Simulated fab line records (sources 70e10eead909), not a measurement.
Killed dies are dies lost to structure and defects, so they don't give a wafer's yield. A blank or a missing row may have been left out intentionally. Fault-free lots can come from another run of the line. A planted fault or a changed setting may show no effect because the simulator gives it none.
Struck lot and sound lot, side by side || flow nand harc || 14 steps out of a route of 1159
Sound: the wafers L363.1, L363.2, L363.5. Wafers struck: L347.3, L347.4, L347.6. Last of all comes the cause.
At each step with rows: each side's tool, then ch and its chambers, then its first start. Under that, the readings that differ: sound wafers || struck wafers || difference of the means || sigmas: that difference in standard deviations of wafers without a fault.
alike: same words and numbers on both sides, and readings whose means sit less than 2 such deviations apart. not compared: any withheld reading, any reading some wafer has no value for, any bound like >300 that may hide the same value, and any number with overlapping values for which the record gives no deviation.
The two part at a step that has a row with sigmas, a row that says differs or no value, or rows on one side only. When numbers do not overlap yet have no deviation, they are printed without sigmas and do not part them. A reading missing from all wafers of one side parts the sides only when that side holds two or more wafers.

first, 1 step without rows for these wafers: NHARC_A_ONON_D1_DEP_19 (target thk 1000 nm).
NHARC_A_ONON_D1_THK_MEAS_21: measures by ellipsometry.
  sound on film metro-02, day 12 23:08; struck on film metro-01, day 8 20:17
{"reading": "thk nm (nm)", "sound": "990 992 992", "struck": "1031 1031 1031", "difference": "+40", "sigmas": "+4"}
next comes 1 step that has no rows for these wafers: NHARC_A_ONON_D1_DEP_22 (target thickness 1000 nm).
NHARC_A_ONON_D1_THK_MEAS_24: measures by ellipsometry.
  sound on film metro-01, day 12 23:42; struck on film metro-01, day 8 20:51
  alike: thk nm
next comes 1 step that has no rows for these wafers: NHARC_A_ONON_D1_DEP_25 (target thickness 1000 nm).
NHARC_A_ONON_D1_THK_MEAS_27: measures by ellipsometry.
  sound on film metro-02, day 13 00:16; struck on film metro-02, day 8 21:25
  alike: thk nm
next comes 1 step that has no rows for these wafers: NHARC_A_ONON_D1_DEP_28 (target thickness 1000 nm).
NHARC_A_ONON_D1_THK_MEAS_30: measures by ellipsometry.
  sound on film metro-01, day 13 00:50; struck on film metro-01, day 8 21:59
  alike: thk nm
NHARC_A_ONON_D1_DEP_33: deposits SiO2, target thk 200 nm.
  sound on pecvd-03 ch 1,2, day 13 00:56; struck on pecvd-02 ch 0,2, day 8 22:05
  alike: heater power w, throttle valve pct
NHARC_A_ONON_D1_THK_MEAS_34: measures by ellipsometry.
  sound on film metro-02, day 13 01:19; struck on film metro-02, day 8 22:27
  alike: thk nm
NHARC_A_ONON_D1_INSPECT_32:
  sound on defect inspect-02, day 13 01:22; struck on defect inspect-02, day 8 22:32
  alike: raw defect count
NHARC_A_CHANNEL_HOLE_D1_DEP_00: deposits aC, target thk 3100 nm.
  sound on acl dep-03 ch 0, day 13 02:16; struck on acl dep-02 ch 0, day 9 01:20
  alike: throttle valve pct
NHARC_A_CHANNEL_HOLE_D1_DEP_01: deposits SiON, target thk 140 nm.
  sound on pecvd-03 ch 0,1, day 13 04:13; struck on pecvd-01 ch 0,1, day 9 02:41
  alike: heater power w
-- the record jumps here: 12 days lie between the struck wafers' starts before and after (it left off in module A_CHANNEL_HOLE_D1 and takes up again in module END, whose first step shown is number 1159 of the route) --
NHARC_END_SORT_01:
  only the struck wafers appear in the record here, on prober-02 ch 0 at day 21 01:32; the sound ones have no rows

WHERE THEY PART
First at NHARC_A_ONON_D1_THK_MEAS_21; last, within this record, at NHARC_END_SORT_01.

WHY: what had been put in by the simulator
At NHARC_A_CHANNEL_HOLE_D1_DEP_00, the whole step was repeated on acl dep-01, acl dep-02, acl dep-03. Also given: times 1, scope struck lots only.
